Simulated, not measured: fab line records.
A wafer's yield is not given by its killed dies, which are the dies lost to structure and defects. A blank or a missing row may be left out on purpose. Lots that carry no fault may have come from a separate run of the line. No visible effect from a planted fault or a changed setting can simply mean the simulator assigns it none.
Struck lot and sound lot, side by side | flow nand_harc | 14 out of 1159 route steps
Sound: these wafers, L277.3, L277.5, L277.6. Struck: wafer L293.3 (L293.1, L293.5, from the same lot, were not struck and are left out); the cause is given at the end.
Each step with rows lists, per side, the tool, then ch with its chambers, then its first start. Under that, the readings that differ: sound wafers | struck wafers | difference of the means | sigmas: that difference in standard deviations of wafers without a fault.
alike: readings with means less than 2 such deviations apart, plus words and numbers identical on both sides. not compared: withheld readings, readings lacking a value on some wafer, bounds such as >300 that could conceal the same value, and numbers that have no deviation in the record and whose values overlap.
A row with sigmas, a row that says differs or no value, or rows on one side alone: a step with any of these is where the two part. Numbers that don't overlap but have no deviation are shown without sigmas and don't part them. A reading that every wafer of one side lacks parts them only if that side has two wafers or more.

first, 1 step without rows for these wafers: NHARC_P_STI_ANNEAL_34 (time 1800 s).
NHARC_P_STI_CMP_21: polishes, t overpolish 20 s, target thk 380.67 nm.
  sound on cmp-01 ch 0,1, day 4 21:49; struck on cmp-01 ch 3, day 8 21:25
  alike: motor_current_A, overpolish_run_s
then, 7 steps without rows for these wafers: NHARC_P_STI_SRD_35; NHARC_P_STI_ETCH_36 (etches SiO2 in dHF, target depth 38.8 nm); NHARC_P_STI_STRIP_24 (strips Si3N4 in H3PO4); NHARC_P_STI_ETCH_37 (etches SiO2 in dHF, target depth 11 nm); NHARC_P_STI_PRECLEAN_38 (cleans in SC1); NHARC_P_STI_SRD_39; NHARC_P_STI_OXIDE_40 (material SiO2, target thk 10 nm, ox time 1362 s).
NHARC_P_STI_INSPECT_25:
  sound: defect_inspect-01 at day 5 06:14; struck: defect_inspect-02 at day 9 05:54
  alike: raw_defect_count
then, 1 step without rows for these wafers: NHARC_P_GATE_ETCH_69 (etches SiO2 in dHF, target depth 14 nm).
NHARC_P_GATE_PRECLEAN_70: cleans in SC1.
  sound on wet_bench-02 ch 1,2,6, day 5 06:23; struck on wet_bench-02 ch 6, day 9 06:03
  not compared: run_length_s
next, for these wafers, 1 step has no rows: NHARC_P_GATE_SRD_01.
NHARC_END_SORT_01:
  the record has rows for the sound wafers here (prober-02 ch 0, day 21 05:29) and none for the struck ones

WHERE THEY PART
NHARC_END_SORT_01 only, going by this record.

WHY: what had been put in by the simulator
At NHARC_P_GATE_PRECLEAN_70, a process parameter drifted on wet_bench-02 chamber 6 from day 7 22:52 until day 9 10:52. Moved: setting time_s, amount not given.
